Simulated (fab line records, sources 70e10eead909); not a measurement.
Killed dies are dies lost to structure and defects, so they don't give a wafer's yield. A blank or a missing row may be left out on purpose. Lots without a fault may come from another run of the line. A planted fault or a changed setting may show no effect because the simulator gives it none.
Chamber matching | flow nand_harc | NHARC_A_STAIRCASE_DESCUM_11 on rie_diel-10: 4 sister chambers
The step chemistry O2, time 3 s. 8 wafers are shown with their chamber, then 7 later ones without.

WAFERS WITH THEIR CHAMBER
wafer  | chamber | drypump_motor_current_A (A) | showerhead_plenum_p_Torr (Torr)
L075.1 | 0       | 5.4                         | 2.06
L076.2 | 3       | 5.9                         | 1.98
L076.5 | 2       | 5.4                         | 1.78
L082.2 | 3       | 5.9                         | 1.97
L082.3 | 0       | 5.5                         | 2.06
L082.5 | 1       | 5.8                         | 1.92
L082.1 | 1       | 5.8                         | 1.92
L082.4 | 2       | 5.4                         | 2.08

WAFERS WITHOUT THEIR CHAMBER
wafer  | drypump_motor_current_A (A) | showerhead_plenum_p_Torr (Torr)
L082.6 | 5.5                         | 2.06
L085.2 | 5.4                         | 2.05
L085.5 | 5.4                         | 2.07
L085.6 | 5.9                         | 1.97
L097.3 | 5.5                         | 2.04
L097.4 | 5.8                         | 1.91
L097.5 | 5.9                         | 1.96

WHICH CHAMBER EACH WENT THROUGH
wafer  | from the rows above     | in truth
L082.6 | can't be placed: 0 or 2 | 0
L085.2 | can't be placed: 2 or 0 | 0
L085.5 | can't be placed: 2 or 0 | 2
L085.6 | 3                       | 3
L097.3 | can't be placed: 0 or 2 | 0
L097.4 | 1                       | 1
L097.5 | 3                       | 3
Placed correctly: 3 of 7. Can't be placed from these rows: 4 (the true chamber is among the candidates in 4). Placed wrongly: 0.
How it was worked out, from the rows above alone: a wafer's distance from a chamber is the root of the sum, over the readings, of the square of ((its reading less the chamber's mean) divided by the reading's scatter). The wafer belongs to the nearest chamber; if the next one is less than 2 further off, it can't be placed. A chamber's mean is the mean of its shown wafers. The scatter: the root of (the sum of the squares of (reading less its chamber's mean) over the shown wafers, divided by (wafers less chambers)).
